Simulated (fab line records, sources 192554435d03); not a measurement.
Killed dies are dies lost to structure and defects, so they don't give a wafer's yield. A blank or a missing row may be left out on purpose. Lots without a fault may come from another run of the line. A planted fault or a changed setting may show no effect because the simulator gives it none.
Chamber matching | flow n5_finfet | N5_BEOL_M12_ETCH_38 on rie_diel-03: 4 sister chambers
The step etches SiCN in CF4/N2, target depth 68.7 nm, time 73.4 s. 4 wafers are shown with their chamber, then 9 later ones without.

WAFERS WITH THEIR CHAMBER
wafer  | chamber | showerhead_plenum_p_Torr (Torr)
L078.6 | 3       | 2.18
L089.1 | 1       | 2.24
L089.2 | 0       | 2.30
L089.4 | 2       | 2.15

WAFERS WITHOUT THEIR CHAMBER
wafer  | showerhead_plenum_p_Torr (Torr)
L090.3 | 2.24
L090.5 | 2.15
L090.6 | 2.24
L094.4 | 2.15
L094.5 | 2.30
L094.6 | 2.17
L095.1 | 2.29
L095.4 | 2.17
L095.5 | 2.15

WHICH CHAMBER EACH WENT THROUGH
wafer  | from the rows above     | in truth
L090.3 | 1                       | 1
L090.5 | 2                       | 2
L090.6 | 1                       | 1
L094.4 | 2                       | 2
L094.5 | 0                       | 0
L094.6 | can't be placed: 3 or 2 | 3
L095.1 | 0                       | 0
L095.4 | can't be placed: 3 or 2 | 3
L095.5 | 2                       | 2
Placed correctly: 7 of 9. Can't be placed from these rows: 2 (the true chamber is among the candidates in 2). Placed wrongly: 0.
How it was worked out, from the rows above alone: a wafer's distance from a chamber is the root of the sum, over the readings, of the square of ((its reading less the chamber's mean) divided by the reading's scatter). The wafer belongs to the nearest chamber; if the next one is less than 2 further off, it can't be placed. A chamber's mean is the mean of its shown wafers. The scatter: with one shown wafer a chamber, the root of the mean of the squares of how far each hidden wafer lies from its nearest shown one.
